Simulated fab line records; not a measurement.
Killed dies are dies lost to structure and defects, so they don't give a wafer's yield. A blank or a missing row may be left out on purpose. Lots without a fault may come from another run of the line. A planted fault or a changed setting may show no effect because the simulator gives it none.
Matching of chambers    flow nandHarc    NHARC_A_CHANNEL_FILL_D2_ALD_02 on aldHk-02 has 4 sister chambers
The step deposits SiO2, target thk 6 nm, pulse time 10 s, ald cycles 60. 7 wafers are shown with their chamber, then 7 later ones without.

== WAFERS, EACH WITH ITS CHAMBER ==
wafer   chamber  heaterPowerW (W)  precursorPulseHeightRel
L083.4  3        526               0.991
L083.6  2        496               0.996
L086.2  0        484               1.032
L086.3  2        513               0.980
L086.4  1        457               0.978
L087.2  0        473               0.963
L087.3  3        528               0.980

== WAFERS WHOSE CHAMBER IS MISSING ==
wafer   heaterPowerW (W)  precursorPulseHeightRel
L087.4  454               0.995
L091.2  508               0.996
L091.3  449               0.974
L091.5  457               0.988
L095.3  527               0.985
L095.5  485               0.995
L095.6  526               0.996

== THE CHAMBER EACH PASSED THROUGH ==
wafer   from the rows above      in truth
L087.4  1                        1
L091.2  can't be placed: 2 or 3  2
L091.3  1                        1
L091.5  1                        1
L095.3  3                        3
L095.5  can't be placed: 0 or 2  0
L095.6  3                        3
5 of 7 placed correctly. Not placeable from these rows: 2 (in 2, the candidates include the true chamber). Placed wrongly: 0.
How it was worked out, from the rows above alone: a wafer's distance from a chamber is the root of the sum, over the readings, of the square of ((its reading less the chamber's mean) divided by the reading's scatter). The wafer belongs to the nearest chamber; if the next one is less than 2 further off, it can't be placed. A chamber's mean is the mean of its shown wafers. How the scatter is found: for the shown wafers, subtract from each reading the mean of its chamber, square and add these, divide the total by (wafers less chambers), then take the root.
